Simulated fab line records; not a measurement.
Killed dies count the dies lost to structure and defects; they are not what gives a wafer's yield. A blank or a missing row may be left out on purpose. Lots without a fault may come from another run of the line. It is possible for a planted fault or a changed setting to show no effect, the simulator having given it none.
fab line records ; flow n5Finfet
record lots=5; wafers=13; lastDay=17
route steps=1938 shown SD_ACTIVATION@330 ILD0@335 SDB@347 GATE_CUT@512 MOL_CONTACT_COAG@558 BEOL_M4@1111 PASSIVATION@1936
lots with no fault: from the same line, run without faults
startH: start of the lot's first displayed wafer, in hours after the record's first day ; waitH: hours since the lot's step before ; " identical to the entry in the row above ; L1.1+2: several wafers, shown together as one row ; - no value present, or no start provided ; * or withheld: withheld ; < > ~ a bound
route shown NAME@n: a module of which the file shows steps, and the number in the route of the first ; usual: average and standard deviation across the fault-free wafers ; same: alike in all rows ; chamber/n: place in a boat ; sites: readings site by site ; _std_site: the values' standard deviation ; _edge_site: outer sites' mean less inner sites' ; radiusMm: how far each site lies from the wafer's centre ; mask NAME#n: copy n ; behind: the tool/chamber that last shaped the wafer ; hold: reason for holding the lot/hours on hold/outcome of the hold ; device: whichever transistor did not switch (one of n, p or np) ; end of line: the same wafers' tests at the end of the route ; a step given without rows: its recipe and nothing more ; killed: dies that structure and defects cost at the first sort, which is not the same as the wafer's yield ; map: shows each die of a wafer: x if killed, . if not, _ if none is there
set.NAME: setting as actually run; set.NAME@STEP: the setting as run at that earlier step ; model.NAME: the simulator's own value behind a step, which no gauge read
lots seen at some steps along the route; tables by step, rows by wafer
services: when a tool's chamber went out of use (startH, in hours from the record's first day, below 0 if earlier), for how many hours, and the reason
## steps
# step N5_SD_ACTIVATION_RTA_00
# recipe tempC=975; timeS=0; ambient=N2; idleTempC=600; rampUpCPerS=150; rampDownCPerS=60; coolToC=600
# step N5_SD_ACTIVATION_LSA_01
# recipe tempC=1080; timeS=0.0008; ambient=N2
# step N5_ILD0_LINER_00
# recipe material=SiNx; targetThkA=40; tempC=400; aldPrecursorFamily=SiH2I2; aldCoReactant=N2/H2-plasma; pulseTimeS=1; purgeTimeS=2; coReactantPurgeTimeS=2; aldCycles=80; pressureTorr=2
# step N5_ILD0_FCVD_FILL_01
# recipe material=SiO2_flowable; targetThkA=2000; tempC=100; pressureTorr=0.8; rfW=2000; timeS=328.3
# step N5_ILD0_CURE_02
# recipe tempC=450; timeS=1800; ambient=steam; idleTempC=400; rampUpCPerMin=5; rampDownCPerMin=3; densificationPH2oTorr=640
# step N5_ILD0_CMP_03
# recipe stopOn=SiNx; tOverpolishS=1.9; postCmpClean=alkalineBrush; downForcePsi=4.1491; platenRpm=51.796; padVelocityMS=1.0306; targetThkNm=197.38
# step N5_ILD0_CMP_07
# recipe stopOn=poly-Si; material=SiO2_flowable; tOverpolishS=1.18; postCmpClean=alkalineBrush; downForcePsi=4.1491; platenRpm=51.796; padVelocityMS=1.0306; targetThkNm=138.88
# step N5_ILD0_PRECLEAN_10
# recipe chemistry=NF3:NH3; afsCycles=5; timeS=20; tempC=30; sublimationTempC=180; sublimationTimeS=60; pressureTorr=3; rfPowerW=30
# usual pressureTorr=3.000/0.0062; rfPowerW=30.01/0.076; timeS=20/0
# same afsCycles=5
lot.wafer;tool;chamber;startH;waitH;pressureTorr;rfPowerW;timeS;model.SiO2_flowable_of_ILD0_FCVD_FILL_01.thkNm
L563.1;remotePlasma-02;0;67.87;0.0;3.012;30.14;20;120.4
L563.3;remotePlasma-02;0;67.87;0.0;3.005;30.09;20;118.4
L563.5;remotePlasma-02;0;67.87;0.0;2.995;30.12;20;119.4
L574.1;remotePlasma-02;0;134.72;0.0;2.996;30.06;20;119.4
L574.2;remotePlasma-02;0;134.72;0.0;2.994;30.14;11.263;127.6
L574.6;remotePlasma-02;0;134.72;0.0;2.998;30.10;20;120
L575.1;remotePlasma-02;1;140.57;0.0;3.003;30.11;20;122
L575.4;remotePlasma-02;1;140.57;0.0;2.997;30.00;11.263;128.4
L576.4;remotePlasma-02;0;146.08;0.4;3.001;29.95;11.263;126.8
L576.6;remotePlasma-02;0;146.08;0.4;2.993;29.96;20;119.4
L582.2;remotePlasma-01;1;180.77;0.1;3.005;30.00;20;119.6
L582.3;remotePlasma-01;1;180.77;0.1;2.997;29.92;20;118.6
L582.4;remotePlasma-01;1;180.77;0.1;2.992;29.89;20;120.6
# step N5_ILD0_ALD_15
# recipe material=SiNx; targetThkA=240; tempC=400; aldPrecursorFamily=SiH2I2; aldCoReactant=N2/H2-plasma; pulseTimeS=1; aldCycles=480; purgeTimeS=2; coReactantPurgeTimeS=2; pressureTorr=2
# step N5_ILD0_CMP_12
# recipe stopOn=poly-Si; material=SiNx; tOverpolishS=6; postCmpClean=alkalineBrush; downForcePsi=2.5; platenRpm=51.8; padVelocityMS=1.0307; targetThkNm=17.67
# step N5_SDB_HM_DEP_00
# recipe material=SiNx; targetThkA=400; tempC=400; precursor=SiH4/NH3/N2; pressureTorr=1.5; rfW=300; timeS=35.3
# step N5_SDB_COAT_03
# recipe resist=SOC; tempC=250; timeS=60; spinRpm=1500; resistThkNm=100
# step N5_SDB_COAT_04
# recipe resist=SiARC; tempC=220; timeS=60; spinRpm=1500; resistThkNm=18
# step N5_SDB_COAT_05
# recipe resist=CAR-ArF; spinRpm=1500; resistThkNm=90
# step N5_SDB_EBR_07
# recipe solvent=PGMEA; ebrWidthMm=1.5
# step N5_SDB_SOFTBAKE_06
# recipe tempC=110; timeS=60; resist=CAR-ArF
# step N5_SDB_EXPOSE_08
# recipe maskId=SDB; na=1.35; sourceShape=conventional; sigmaOuter=0.5; polarization=unpolarized; doseMj=49.6
# step N5_SDB_PEB_09
# recipe pebTempC=withheld; pebTimeS=60; resist=CAR-ArF
# step N5_SDB_DEVELOP_10
# recipe developTimeS=30; developer=TMAH; resist=CAR-ArF; rinseLiquid=diw; dry=airSpin; devTempC=23
# step N5_SDB_DESCUM_16
# recipe chemistry=O2; timeS=7.9; sourcePowerW=50; biasPowerW=20; pressureMtorr=20; rfFrequencyHz=2.712e+07; tempC=40; resist=CAR-ArF; o2FlowSccm=225
# step N5_SDB_ETCH_17
# recipe chemistry=CF4; target=SiARC; targetDepthA=234; maskMaterial=CAR-ArF; timeS=39; ionEnergyEv=80; pressureMtorr=40; sourceW=545; biasW=36; Ar_flow_sccm=100; cf4FlowSccm=100; ends=cleared
# step N5_SDB_ETCH_18
# recipe chemistry=N2/H2; target=SOC; targetDepthA=1000; overetchA=200; maskMaterial=SiARC; tempC=40; timeS=150; ionEnergyEv=200; pressureMtorr=30; sourceW=840; biasW=150; n2FlowSccm=200; h2FlowSccm=200
# step N5_SDB_STRIP_19
# recipe chemistry=N2/H2; tempC=40; n2FlowSccm=200; h2FlowSccm=200; rfFrequencyHz=6e+07
# step N5_SDB_STRIP_21
# recipe chemistry=CF4; resist=SiARC; powerW=300; biasPowerW=75; pressureMtorr=50; cf4FlowSccm=150; rfFrequencyHz=6e+07
# step N5_SDB_HM_OPEN_20
# recipe chemistry=CH3F/O2; target=SiNx; maskMaterial=SOC; targetDepthA=240; stopOn=poly-Si; overEtchFrac=0.4; ionEnergyEv=120; pressureMtorr=30; sourceW=395; biasW=73; Ar_flow_sccm=150; CH3F_flow_sccm=30; O2_flow_sccm=20
# step N5_SDB_STRIP_22
# recipe chemistry=N2/H2; powerW=1000; tempC=250; h2Frac=0.65; overashFraction=0.3; pressureMtorr=withheld; n2FlowSccm=1750; h2FlowSccm=3250
# step N5_SDB_PRECLEAN_23
# recipe chemistry=dHF; timeS=30; tempC=25; dilution=withheld
# step N5_SDB_DUMMY_REMOVE_24
# recipe chemistry=TMAH; tempC=70; target=poly-Si; stopOn=SiO2; targetDepthNm=142; concWtPct=5; timeS=57; dry=ipaMarangoni; rinseTimeS=30; rinseTempC=23
# step N5_SDB_ETCH_25
# recipe chemistry=C4F6/O2; target=SiO2; targetDepthA=100; timeS=3.3; ionEnergyEv=250; maskMaterial=SiNx; pressureMtorr=30; sourceW=345; biasW=185; Ar_flow_sccm=300; C4F6_flow_sccm=10; O2_flow_sccm=10
# step N5_SDB_CUT_ETCH_26
# recipe chemistry=HBr/Cl2/O2; target=Si; targetDepthA=1296; btTimeS=20; maskMaterial=SiNx; timeS=51.8; ionEnergyEv=*; biasW=*; pressureMtorr=10; icpW=800; HBr_flow_sccm=150; Cl2_flow_sccm=80; O2_flow_sccm=12
# step N5_SDB_PRECLEAN_38
# recipe chemistry=dHF; timeS=10; dilution=750:1; tempC=25
# step N5_SDB_PRECLEAN_39
# recipe chemistry=O3/DIW; timeS=45; tempC=22; o3Ppm=10
# step N5_GATE_CUT_THK_MEAS_24
# recipe reads=SiO2_of_GATE_CUT_HM_DEP_46+SiO2_flowable_of_ILD0_FCVD_FILL_01
# usual GC_FILL_THK=220.0/2
lot.wafer;tool;chamber;startH;waitH;GC_FILL_THK[nm]
L563.1;filmMetro-01;-;93.71;-;218.5
L563.3;filmMetro-01;-;93.71;-;218.6
L563.5;filmMetro-01;-;93.71;-;220.4
L574.1;filmMetro-01;-;159.56;-;221.6
L574.2;filmMetro-01;-;159.56;-;226.5
L574.6;filmMetro-01;-;159.56;-;222.1
L575.1;filmMetro-01;-;164.53;-;223.2
L575.4;filmMetro-01;-;164.53;-;226.7
L576.4;filmMetro-02;-;170.63;-;230.3
L576.6;filmMetro-02;-;170.63;-;220.1
L582.2;filmMetro-01;-;205.59;-;218.8
L582.3;filmMetro-01;-;205.59;-;216.3
L582.4;filmMetro-01;-;205.59;-;221.9
# step N5_MOL_CONTACT_COAG_WET_ETCH_116
# recipe chemistry=SC1-inhibited; targetDepthNm=4.6; dry=ipaMarangoni; rinseTimeS=30; rinseTempC=23
lot.wafer;tool;chamber;startH;waitH;model.SiO2_flowable_of_ILD0_FCVD_FILL_01.thkNm
L563.1;wetBench-01;5;100.87;0.0;112.2
L563.3;wetBench-01;4;100.87;0.0;110.4
L563.5;wetBench-01;1;100.87;0.0;111.4
L574.1;wetBench-01;1;167.74;0.0;111.2
L574.2;wetBench-01;3;167.74;0.0;119
L574.6;wetBench-01;4;167.74;0.0;111.8
L575.1;wetBench-02;4;180.17;0.0;113.6
L575.4;wetBench-02;6;180.17;0.0;119.6
L576.4;wetBench-03;3;180.50;0.0;118.2
L576.6;wetBench-03;5;180.50;0.0;111.2
L582.2;wetBench-02;3;211.65;0.0;111.4
L582.3;wetBench-02;1;211.65;0.0;110.6
L582.4;wetBench-02;7;211.65;0.0;112.4
# step N5_BEOL_M4_RC_MEAS_101
# usual DIBL_N=36.7/1.8; DIBL_P=37.0/2.4; IOFF_N=0.17/0.036; IOFF_P=0.22/0.042; ION_N=673/12; ION_P=462/8.5; SS_N=71.7/0.62; SS_P=73.4/0.65; VT_N=250/3.7; VT_P=-250/3.7
lot.wafer;tool;chamber;startH;waitH;DIBL_N[mV/V];DIBL_P[mV/V];IOFF_N[nA/um];IOFF_P[nA/um];ION_N[uA/um];ION_P[uA/um];SS_N[mV/dec];SS_P[mV/dec];VT_N[mV];VT_P[mV]
L563.1;prober-02;0;188.41;0.0;39.1;40.7;0.22;0.28;691;466;72.4;74.2;246;-246
L563.3;prober-02;0;188.41;0.0;36.9;37.5;0.17;0.22;682;458;71.5;74.2;248;-248
L563.5;prober-02;0;188.41;0.0;37.7;38.7;0.18;0.22;676;456;72.0;73.9;249;-250
L574.1;prober-01;0;262.40;0.0;38.3;39.4;0.21;0.27;671;463;72.5;73.8;245;-247
L574.2;prober-01;0;262.40;0.0;37.7;39.4;0.19;0.26;681;467;71.6;73.9;248;-248
L574.6;prober-01;0;262.40;0.0;36.8;39.1;0.18;0.26;682;473;71.7;73.3;245;-247
L575.1;prober-01;0;270.96;0.0;34.9;35.8;0.12;0.19;649;452;71.5;73.0;253;-251
L575.4;prober-01;0;270.96;0.0;35.1;37.3;0.14;0.21;671;466;71.7;73.8;253;-252
L576.4;prober-01;0;280.68;0.5;35.6;36.4;0.15;0.18;664;452;72.0;73.4;252;-254
L576.6;prober-01;0;280.68;0.5;34.9;35.6;0.14;0.18;665;453;71.6;73.1;252;-257
L582.2;prober-01;0;300.70;0.2;37.6;36.2;0.17;0.22;675;459;71.5;73.6;249;-252
L582.3;prober-01;0;300.70;0.2;34.7;33.3;0.13;0.17;675;459;71.0;72.9;255;-252
L582.4;prober-01;0;300.70;0.2;32.5;30.5;0.11;0.15;664;456;70.4;72.1;254;-257
# step N5_PASSIVATION_PROBE_49
# usual defectLimitedYield=91.1/1.4; killed_at_M0_to_M3=32/9.3; killed_at_M4_up=13/5.8; killedAtContacts=12/6.3; killedAtFrontEnd=44/12; killedAtOther=3.6/2.7; killedDies=104/17; killedOpen=69/13; killedShort=34/6.9; sort_bin_5_function=5.2/0.98; sort_bin_6_memory=3.3/0.59; sortNPass=1075/17; sortYieldPct=91.1/1.4
# same grossDies=1180; killedAtBackSide=0; sort_bin_4_leakage[%]=0; sort_bin_8_speed[%]=0
lot.wafer;tool;chamber;startH;waitH;defectLimitedYield[%];killed_at_M0_to_M3;killed_at_M4_up;killedAtContacts;killedAtFrontEnd;killedAtOther;killedDies;killedOpen;killedShort;sort_bin_5_function[%];sort_bin_6_memory[%];sortNPass;sortYieldPct[%]
L563.1;prober-01;-;292.60;0.0;91.0;43;11;7;45;0;106;84;22;5.8;3.1;1074;91.0
L563.3;prober-01;-;292.70;0.1;92.7;25;12;12;35;2;86;57;28;3.9;3.3;1094;92.7
L563.5;prober-01;-;292.80;0.2;92.7;22;4;3;55;2;86;44;36;3.5;2.8;1094;92.7
L574.1;prober-02;-;360.80;0.0;93.4;15;17;17;29;0;78;55;23;4.3;2.1;1102;93.4
L574.2;prober-02;-;360.85;0.1;90.8;43;12;19;32;2;108;65;35;5.0;3.6;1072;90.8
L574.6;prober-02;-;361.05;0.3;92.8;40;8;7;28;2;85;52;32;4.0;3.0;1095;92.8
L575.1;prober-01;-;375.31;0.0;90.2;28;9;20;52;7;116;89;26;5.8;3.7;1064;90.2
L575.4;prober-01;-;375.46;0.2;91.4;26;4;20;48;3;101;60;38;4.7;3.4;1079;91.4
L576.4;prober-01;-;387.21;0.2;90.2;34;30;5;46;1;116;77;39;5.5;4.2;1064;90.2
L576.6;prober-01;-;387.31;0.3;92.2;21;21;7;37;6;92;56;36;4.3;3.1;1088;92.2
L582.2;prober-01;-;418.82;0.1;92.0;36;9;13;35;1;94;66;28;4.3;3.2;1086;92.0
L582.3;prober-01;-;418.87;0.1;91.5;28;9;9;48;6;100;75;25;5.1;3.1;1080;91.5
L582.4;prober-01;-;418.92;0.2;92.5;31;10;17;30;1;89;59;30;4.4;3.1;1091;92.5
# killed by level:class
L563.1 FIN_SAQP:geometricParticle:open=24 BEOL_M2:geometricParticle:open=13 BEOL_M3:geometricParticle:open=10 FIN_SAQP:geometricParticle:short=7 BEOL_M0_SAQP:geometricParticle:open=7 MOL_CONTACT_COAG:geometricParticle:open=5 BEOL_M1:geometricParticle:open=4 BEOL_M4:geometricParticle:open=4
L563.3 MOL_CONTACT_COAG:geometricParticle:open=10 FIN_SAQP:geometricParticle:open=9 FIN_SAQP:geometricParticle:short=8 BEOL_M0_SAQP:geometricParticle:short=8 STI_FIN_REVEAL:geometricParticle:open=6 DUMMY_GATE:geometricParticle:open=5 BEOL_M3:geometricParticle:open=4 ILD0:geometricParticle:open=3
L563.5 FIN_SAQP:geometricParticle:short=19 FIN_SAQP:geometricParticle:open=15 HKMG_FIN:areaEtch=6 STI_FIN_REVEAL:geometricParticle:open=5 BEOL_M0_SAQP:geometricParticle:short=5 GATE_CUT:geometricParticle:open=3 BEOL_M0:geometricParticle:open=3 BEOL_M1:geometricParticle:open=3
L574.1 MOL_CONTACT_COAG:geometricParticle:open=13 BEOL_M4:geometricParticle:open=9 FIN_SAQP:geometricParticle:open=6 BEOL_M1:geometricParticle:open=5 FIN_SAQP:geometricParticle:short=4 STI_FIN_REVEAL:geometricParticle:open=4 DUMMY_GATE:geometricParticle:open=4 MOL_CONTACT_COAG:geometricParticle:short=4
L574.2 MOL_CONTACT_COAG:geometricParticle:open=13 BEOL_M0_SAQP:geometricParticle:open=9 BEOL_M0_SAQP:geometricParticle:short=8 BEOL_M4:geometricParticle:open=7 BEOL_M2:geometricParticle:open=7 BEOL_M3:geometricParticle:open=7 HKMG_FIN:areaEtch=6 STI_FIN_REVEAL:geometricParticle:open=5
L574.6 BEOL_M2:geometricParticle:open=12 BEOL_M0_SAQP:geometricParticle:open=9 BEOL_M0_SAQP:geometricParticle:short=8 FIN_SAQP:geometricParticle:open=6 FIN_SAQP:geometricParticle:short=5 MOL_CONTACT_COAG:geometricParticle:open=5 BEOL_M4:geometricParticle:open=5 STARTING-WAFER:geometricParticle:open=4
L575.1 MOL_CONTACT_COAG:geometricParticle:open=17 FIN_SAQP:geometricParticle:open=16 STI_FIN_REVEAL:geometricParticle:open=15 BEOL_M2:geometricParticle:open=9 FIN_SAQP:geometricParticle:short=5 BEOL_M3:geometricParticle:open=5 DUMMY_GATE:geometricParticle:open=4 BEOL_M0_SAQP:geometricParticle:open=4
L575.4 MOL_CONTACT_COAG:geometricParticle:open=13 DUMMY_GATE:geometricParticle:open=10 FIN_SAQP:geometricParticle:open=9 FIN_SAQP:geometricParticle:short=8 BEOL_M0_SAQP:geometricParticle:short=8 MOL_CONTACT_COAG:geometricParticle:short=7 BEOL_M2:geometricParticle:open=6 BEOL_M0_SAQP:geometricParticle:open=4
L576.4 BEOL_M4:geometricParticle:open=18 STI_FIN_REVEAL:geometricParticle:open=11 DUMMY_GATE:geometricParticle:open=11 BEOL_M0_SAQP:geometricParticle:short=10 BEOL_M0:geometricParticle:open=7 GATE_CUT:geometricParticle:short=6 MOL_CONTACT_COAG:geometricParticle:open=5 BEOL_M0_SAQP:geometricParticle:open=5
L576.6 BEOL_M4:geometricParticle:open=11 FIN_SAQP:geometricParticle:open=9 FIN_SAQP:geometricParticle:short=5 BEOL_M2:geometricParticle:open=5 DUMMY_GATE:geometricParticle:open=4 MOL_CONTACT_COAG:geometricParticle:open=4 BEOL_M2:geometricParticle:short=4 BEOL_M4:geometricParticle:short=4
L582.2 MOL_CONTACT_COAG:geometricParticle:open=8 FIN_SAQP:geometricParticle:open=7 DUMMY_GATE:geometricParticle:open=7 STI_FIN_REVEAL:geometricParticle:open=7 BEOL_M0_SAQP:geometricParticle:short=7 BEOL_M3:geometricParticle:open=7 BEOL_M0_SAQP:geometricParticle:open=6 MOL_CONTACT_COAG:geometricParticle:short=5
L582.3 FIN_SAQP:geometricParticle:open=18 STI_FIN_REVEAL:geometricParticle:open=8 DUMMY_GATE:geometricParticle:open=8 MOL_CONTACT_COAG:geometricParticle:open=6 BEOL_M1:geometricParticle:open=6 FIN_SAQP:geometricParticle:short=5 BEOL_M0_SAQP:geometricParticle:open=5 BEOL_M0_SAQP:geometricParticle:short=5
L582.4 MOL_CONTACT_COAG:geometricParticle:open=13 BEOL_M0_SAQP:geometricParticle:open=9 BEOL_M0_SAQP:geometricParticle:short=8 BEOL_M2:geometricParticle:open=8 FIN_SAQP:geometricParticle:open=6 STI_FIN_REVEAL:geometricParticle:open=6 FIN_SAQP:geometricParticle:short=5 DUMMY_GATE:geometricParticle:open=4
## services
tool;chamber;startH;hours;kind
remotePlasma-01;-;87.57;6.0;repair
remotePlasma-02;-;101.72;0.1;repair
wetBench-02;-;110.80;1.1;repair
## key
firstSign step=N5_ILD0_PRECLEAN_10; reading=timeS; direction=down; sigmas=99+; usual=*; struck=*
effect step=N5_GATE_CUT_THK_MEAS_24; reading=GC_FILL_THK; direction=up; sigmas=3.9; usual=220.0; struck=227.8
modelEffect step=N5_ILD0_PRECLEAN_10; value=SiO2_flowable_of_ILD0_FCVD_FILL_01.thkNm; without=120.4; struck=127.6
modelEffect step=N5_MOL_CONTACT_COAG_WET_ETCH_116; value=SiO2_flowable_of_ILD0_FCVD_FILL_01.thkNm; without=112.1; struck=118.9
metAt N5_ILD0_PRECLEAN_10
struckWafers L574.2,L575.4,L576.4
onsetBetween 67.87 134.72
fault kind=processParameterDrift; tool=remotePlasma-02; chamber=-; onsetH=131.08; steps=N5_ILD0_PRECLEAN_10; channel=timeS; offset=*; shape=step; endH=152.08; scope=struckWafersOnly; actsIn=*; stated=*
